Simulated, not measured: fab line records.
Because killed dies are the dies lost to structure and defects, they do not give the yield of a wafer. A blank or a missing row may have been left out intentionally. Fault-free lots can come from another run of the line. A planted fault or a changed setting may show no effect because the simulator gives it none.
Which tool was responsible?    flow n5-finfet    24 lots, 72 wafers sampled, at 6 steps of a route of 1938

== WHAT EACH GAUGE READ, for each wafer ==
N5_BEOL_M15_INSPECT_12: inspects for defects (macro). Usual: raw-defect-count reads 2.3 (standard deviation 1.6).
lot   measured      on                 raw-defect-count  flag
L074  day 11 19:29  defect-inspect-01  5 4 2             
L076  day 12 08:17  defect-inspect-02  1 3 1             
L075  day 12 11:18  defect-inspect-02  4 4 5             
L077  day 13 04:03  defect-inspect-02  1 4 1             
L078  day 13 09:19  defect-inspect-02  4 7 2             
L079  day 13 13:13  defect-inspect-02  2 1 1             
L080  day 13 14:41  defect-inspect-02  2 2 1             
L082  day 14 02:17  defect-inspect-01  3 2 0             
L081  day 14 03:03  defect-inspect-01  1 2 1             
L083  day 14 04:42  defect-inspect-01  0 5 5             
L084  day 14 05:26  defect-inspect-01  1 1 2             
L085  day 14 18:05  defect-inspect-02  2 4 2             
L087  day 14 21:14  defect-inspect-01  3 2 1             
L086  day 15 04:00  defect-inspect-01  3 1 3             
L089  day 15 17:23  defect-inspect-01  0 1 3             
L088  day 15 17:55  defect-inspect-01  2 1 0             
L090  day 15 18:10  defect-inspect-01  4 2 4             
L092  day 16 09:11  defect-inspect-02  2 2 0             
L093  day 16 13:39  defect-inspect-01  2 4 1             
L091  day 17 02:05  defect-inspect-01  2 3 3             
L096  day 17 05:07  defect-inspect-02  2 3 7             
L094  day 17 06:11  defect-inspect-02  1 4 1             
L095  day 17 10:38  defect-inspect-02  4 5 3             
L097  day 17 22:26  defect-inspect-02  1 4 3             

N5_MIM_BOT_LITHO_CD_MEAS_08: target cd 3000 nm. Usual: cd-nm reads 3000.6 nm (standard deviation 2.8).
lot   measured      on         cd-nm (nm)            flag
L074  day 12 05:22  cd-sem-02  2999.4 3000.8 3001.8  
L076  day 12 20:04  cd-sem-01  3001.4 3004.0 3002.7  
L075  day 13 03:52  cd-sem-01  2999.2 3001.2 3001.4  
L077  day 13 14:10  cd-sem-02  2996.5 3002.6 2999.2  
L078  day 13 18:44  cd-sem-01  3002.1 3001.0 3002.7  
L079  day 14 01:27  cd-sem-03  3000.1 3001.1 2995.5  
L080  day 14 02:34  cd-sem-03  3000.8 2999.8 2999.9  
L082  day 14 16:47  cd-sem-02  3003.3 3003.6 3001.9  
L081  day 14 17:29  cd-sem-01  3003.3 3003.5 3003.5  
L083  day 14 17:49  cd-sem-02  2999.7 3001.9 3000.7  
L084  day 14 20:13  cd-sem-01  3002.4 2998.7 2999.7  
L085  day 15 03:32  cd-sem-01  2998.3 2998.6 3000.4  
L087  day 15 07:25  cd-sem-01  2996.8 2997.4 2999.2  
L086  day 15 16:41  cd-sem-02  3003.5 3003.4 3003.2  
L089  day 16 05:10  cd-sem-01  3001.6 3003.8 3002.3  
L088  day 16 05:29  cd-sem-02  3002.7 3003.0 3002.6  
L090  day 16 05:49  cd-sem-01  3005.1 3003.0 3003.5  
L092  day 16 18:16  cd-sem-02  2996.5 3003.8 2998.9  
L093  day 16 23:11  cd-sem-03  2993.0 3000.4 2996.5  
L091  day 17 14:32  cd-sem-03  2999.5 3001.6 2997.8  
L096  day 17 15:00  cd-sem-03  2999.2 2995.6 2998.1  
L094  day 17 20:59  cd-sem-03  3002.5 3003.1 3002.9  
L095  day 17 21:27  cd-sem-02  2998.8 2998.4 2993.6  
L097  day 18 06:31  cd-sem-03  3000.7 3004.3 3002.2  

N5_MIM_BOT_LITHO_INSPECT_12: inspects for defects (macro). Usual: raw-defect-count reads 2.3 (standard deviation 1.6).
lot   measured      on                 raw-defect-count  flag
L074  day 12 05:26  defect-inspect-02  3 1 3             
L076  day 12 20:07  defect-inspect-02  4 3 2             
L075  day 13 03:55  defect-inspect-02  2 1 2             
L077  day 13 14:13  defect-inspect-01  0 1 4             
L078  day 13 18:47  defect-inspect-02  2 3 1             
L079  day 14 01:31  defect-inspect-02  4 4 4             
L080  day 14 02:37  defect-inspect-01  5 5 2             
L082  day 14 16:51  defect-inspect-01  1 7 3             
L081  day 14 17:32  defect-inspect-01  3 2 2             
L083  day 14 17:52  defect-inspect-02  5 2 2             
L084  day 14 20:16  defect-inspect-02  2 1 1             
L085  day 15 03:35  defect-inspect-02  3 2 2             
L087  day 15 07:28  defect-inspect-02  1 3 4             
L086  day 15 16:44  defect-inspect-01  2 0 2             
L089  day 16 05:14  defect-inspect-02  6 3 3             
L088  day 16 05:32  defect-inspect-02  3 2 1             
L090  day 16 05:53  defect-inspect-01  3 7 6             
L092  day 16 18:19  defect-inspect-02  1 1 2             
L093  day 16 23:14  defect-inspect-02  4 4 1             
L091  day 17 14:35  defect-inspect-01  5 4 0             
L096  day 17 15:03  defect-inspect-02  2 2 1             
L094  day 17 21:02  defect-inspect-01  1 1 4             
L095  day 17 21:30  defect-inspect-02  2 1 0             
L097  day 18 06:34  defect-inspect-02  4 2 0             

== EACH LOT AND THE TOOL THAT RAN IT (in order: tool; ch and the chambers of the sampled wafers; start) ==
lot   N5_BEOL_M15_STRIP_62                           N5_BEOL_M15_SPUTTER_45        N5_PASSIVATION_PECVD_00
L074  rie-diel-03 ch 1,2,3, day 11 23:28 or earlier  pvd-sputter-01, day 11 23:28  pecvd-03 ch 0,2, day 12 01:39
L076  rie-diel-04 ch 0,1,3, day 12 12:53 or earlier  pvd-sputter-03, day 12 12:53  pecvd-03 ch 1,2, day 12 15:35
L075  rie-diel-03 ch 1,2, day 12 21:03 or earlier    pvd-sputter-03, day 12 21:03  pecvd-01 ch 0,1,2, day 13 00:28
L077  rie-diel-03 ch 0,3, day 13 08:28 or earlier    pvd-sputter-01, day 13 08:28  pecvd-02 ch 1,2, day 13 10:52
L078  rie-diel-04 ch 1,2, day 13 12:46 or earlier    pvd-sputter-01, day 13 12:46  pecvd-03 ch 0,2, day 13 15:07
L079  rie-diel-03 ch 0,3, day 13 19:40 or earlier    pvd-sputter-03, day 13 19:40  pecvd-03 ch 0,2, day 13 21:46
L080  rie-diel-04 ch 0,1, day 13 20:11 or earlier    pvd-sputter-01, day 13 20:11  pecvd-02 ch 0,1,2, day 13 22:43
L082  rie-diel-03 ch 1,3, day 14 09:29 or earlier    pvd-sputter-02, day 14 09:29  pecvd-02 ch 0,1,2, day 14 12:48
L081  rie-diel-06 ch 0,3, day 14 09:49 or earlier    pvd-sputter-02, day 14 09:49  pecvd-02 ch 0,1, day 14 13:44
L083  rie-diel-03 ch 1,3, day 14 12:14 or earlier    pvd-sputter-01, day 14 12:14  pecvd-01 ch 1,2, day 14 14:40
L084  rie-diel-06 ch 0,2,3, day 14 12:31 or earlier  pvd-sputter-02, day 14 12:31  pecvd-03 ch 0,2, day 14 15:35
L085  rie-diel-03 ch 0,1,3, day 14 21:11 or earlier  pvd-sputter-03, day 14 21:11  pecvd-02 ch 0,1,2, day 14 23:19
L087  rie-diel-04 ch 0,3, day 15 02:04 or earlier    pvd-sputter-01, day 15 02:04  pecvd-01 ch 0,1,2, day 15 04:10
L086  rie-diel-03 ch 1,3, day 15 10:11 or earlier    pvd-sputter-01, day 15 10:11  pecvd-02 ch 0,2, day 15 12:32
L089  rie-diel-06 ch 0,3, day 15 21:41 or earlier    pvd-sputter-01, day 15 21:41  pecvd-01 ch 0,1, day 15 23:55
L088  rie-diel-06 ch 2,3, day 15 22:07 or earlier    pvd-sputter-02, day 15 22:07  pecvd-01 ch 1,2, day 16 00:34
L090  rie-diel-03 ch 0,1, day 15 22:09 or earlier    pvd-sputter-03, day 15 22:09  pecvd-02 ch 0,2, day 16 00:50
L092  rie-diel-04 ch 1,2,3, day 16 11:59 or earlier  pvd-sputter-01, day 16 11:59  pecvd-02 ch 0,1,2, day 16 14:17
L093  rie-diel-04 ch 1,2,3, day 16 17:38 or earlier  pvd-sputter-01, day 16 17:38  pecvd-03 ch 1,2, day 16 19:44
L091  rie-diel-06 ch 1,2,3, day 17 07:27 or earlier  pvd-sputter-01, day 17 07:27  pecvd-03 ch 0,1,2, day 17 09:33
L096  rie-diel-04 ch 0,1, day 17 09:26 or earlier    pvd-sputter-01, day 17 09:26  pecvd-03 ch 0,1, day 17 12:12
L094  rie-diel-03 ch 0,3, day 17 13:21 or earlier    pvd-sputter-02, day 17 13:21  pecvd-02 ch 0,1,2, day 17 15:27
L095  rie-diel-04 ch 0,3, day 17 13:42 or earlier    pvd-sputter-03, day 17 13:42  pecvd-03 ch 0,1, day 17 15:55
L097  rie-diel-06 ch 2,3, day 18 01:25 or earlier    pvd-sputter-02, day 18 01:25  pecvd-01 ch 0,2, day 18 03:31
- N5_BEOL_M15_STRIP_62: strips in O2.
- N5_BEOL_M15_SPUTTER_45: material Cu, target thk 100 nm, time 16.67 s.
- N5_PASSIVATION_PECVD_00: deposits SiO2 from SiH4/N2O, target thk 200 nm, time 11.2 s.

== AS READ BY THE TOOLS THEMSELVES (means over the sampled wafers that have a number; for cases with no such wafer, the mark the record gives instead) ==
N5_BEOL_M15_STRIP_62. Usual: chamber-pressure-mTorr 29.999 mTorr, standard deviation 0.028; drypump-motor-current-A 5.6 A, standard deviation 0.45; oes-product-au 0.81 a.u., standard deviation 0.086; rf-vpp-V 3.6 V, standard deviation 0.47; showerhead-plenum-p-Torr 2.11 Torr, standard deviation 0.077; throttle-valve-pct 16.75 %, standard deviation 0.2.
lot   tool         chamber-pressure-mTorr (mTorr)  drypump-motor-current-A (A)  oes-product-au (a.u.)  rf-vpp-V (V)  showerhead-plenum-p-Torr (Torr)  throttle-valve-pct (%)  flag
L074  rie-diel-03  30.015                          5.7                          0.87                   3.4           2.14                             16.65                   
L076  rie-diel-04  30.009                          5.4                          0.74                   3.5           2.07                             16.85                   
L075  rie-diel-03  30.013                          5.4                          0.85                   3.9           2.17                             16.61                   
L077  rie-diel-03  30.013                          5.5                          0.75                   3.5           2.08                             16.82                   
L078  rie-diel-04  29.997                          5.4                          0.78                   3.7           2.12                             16.76                   
L079  rie-diel-03  30.017                          5.9                          0.79                   3.8           2.11                             16.88                   
L080  rie-diel-04  29.974                          5.5                          0.69                   3.3           2.07                             16.86                   
L082  rie-diel-03  30.007                          5.7                          0.83                   3.8           2.20                             16.83                   
L081  rie-diel-06  29.984                          5.5                          0.79                   3.4           2.04                             16.53                   
L083  rie-diel-03  30.020                          5.7                          0.83                   3.7           2.20                             16.85                   
L084  rie-diel-06  30.019                          5.8                          0.83                   3.8           2.06                             16.54                   
L085  rie-diel-03  29.953                          5.6                          0.79                   3.6           2.14                             16.85                   
L087  rie-diel-04  29.986                          5.4                          0.77                   3.8           2.06                             16.89                   
L086  rie-diel-03  29.983                          5.7                          0.82                   3.9           2.19                             16.86                   
L089  rie-diel-06  29.954                          5.9                          0.80                   4.4           2.08                             16.54                   
L088  rie-diel-06  30.012                          6.0                          0.88                   3.6           2.07                             16.53                   
L090  rie-diel-03  29.998                          5.3                          0.78                   3.7           2.16                             16.84                   
L092  rie-diel-04  30.000                          5.4                          0.89                   3.5           2.11                             16.64                   
L093  rie-diel-04  30.008                          5.3                          0.88                   3.8           2.11                             16.65                   
L091  rie-diel-06  29.995                          6.0                          0.81                   3.0           2.07                             16.71                   
L096  rie-diel-04  29.994                          5.5                          0.96                   3.7           2.06                             16.45                   
L094  rie-diel-03  30.010                          6.0                          0.75                   3.5           2.10                             16.94                   
L095  rie-diel-04  29.972                          5.7                          0.91                   3.1           2.06                             16.74                   
L097  rie-diel-06  30.003                          6.2                          0.82                   4.0           2.08                             16.56                   

N5_BEOL_M15_SPUTTER_45. Usual: throttle-valve-pct reads 29.6 % (standard deviation 0.92).
lot   tool            throttle-valve-pct (%)  flag
L074  pvd-sputter-01  30.2                    
L076  pvd-sputter-03  29.9                    
L075  pvd-sputter-03  30.0                    
L077  pvd-sputter-01  29.8                    
L078  pvd-sputter-01  29.7                    
L079  pvd-sputter-03  28.7                    
L080  pvd-sputter-01  28.8                    
L082  pvd-sputter-02  30.0                    
L081  pvd-sputter-02  30.0                    
L083  pvd-sputter-01  29.1                    
L084  pvd-sputter-02  30.0                    
L085  pvd-sputter-03  30.0                    
L087  pvd-sputter-01  29.8                    
L086  pvd-sputter-01  29.7                    
L089  pvd-sputter-01  28.3                    
L088  pvd-sputter-02  30.2                    
L090  pvd-sputter-03  30.7                    
L092  pvd-sputter-01  29.7                    
L093  pvd-sputter-01  29.0                    
L091  pvd-sputter-01  29.1                    
L096  pvd-sputter-01  28.4                    
L094  pvd-sputter-02  30.1                    
L095  pvd-sputter-03  29.1                    
L097  pvd-sputter-02  30.3                    

N5_PASSIVATION_PECVD_00. Usual: heater-power-w 646 W, standard deviation 120; showerhead-plenum-p-Torr 8.15 Torr, standard deviation 0.11; throttle-valve-pct 52 %, standard deviation 5.3.
lot   tool      heater-power-w (W)  showerhead-plenum-p-Torr (Torr)  throttle-valve-pct (%)  flag
L074  pecvd-03  738                 8.07                             53                      
L076  pecvd-03  678                 8.04                             49                      
L075  pecvd-01  658                 8.15                             52                      
L077  pecvd-02  770                 8.23                             49                      
L078  pecvd-03  718                 8.11                             58                      
L079  pecvd-03  675                 8.10                             58                      
L080  pecvd-02  670                 8.25                             49                      
L082  pecvd-02  674                 8.27                             49                      
L081  pecvd-02  541                 8.29                             49                      
L083  pecvd-01  540                 8.17                             53                      
L084  pecvd-03  702                 8.09                             58                      
L085  pecvd-02  648                 8.26                             49                      
L087  pecvd-01  645                 8.15                             52                      
L086  pecvd-02  656                 8.27                             48                      
L089  pecvd-01  588                 8.21                             51                      
L088  pecvd-01  454                 8.20                             52                      
L090  pecvd-02  592                 8.32                             48                      
L092  pecvd-02  638                 8.25                             49                      
L093  pecvd-03  679                 8.04                             49                      
L091  pecvd-03  591                 8.04                             55                      
L096  pecvd-03  658                 8.04                             60                      
L094  pecvd-02  654                 8.26                             49                      
L095  pecvd-03  562                 8.00                             56                      
L097  pecvd-01  732                 8.11                             52                      

== THE ANSWER, worked out from the rows above alone ==
Rule: a lot counts as off when the mean over its wafers that have a number is more than 3 standard deviations away from the usual mean. Also off: a lot with no number at a reading for which 4 or more lots have one. The other lots that the step has rows for count as sound. Order of review: gauges by route order, followed by the tools' own readings, for which a lot's mean as printed above is used. At the first step where some lot is off, the reading lying furthest off is the one used; lots without a number count as furthest.
Across all readings shown, no lot is off: no conclusion can be drawn from this.

== WHAT THE SIMULATOR HAD INSERTED ==
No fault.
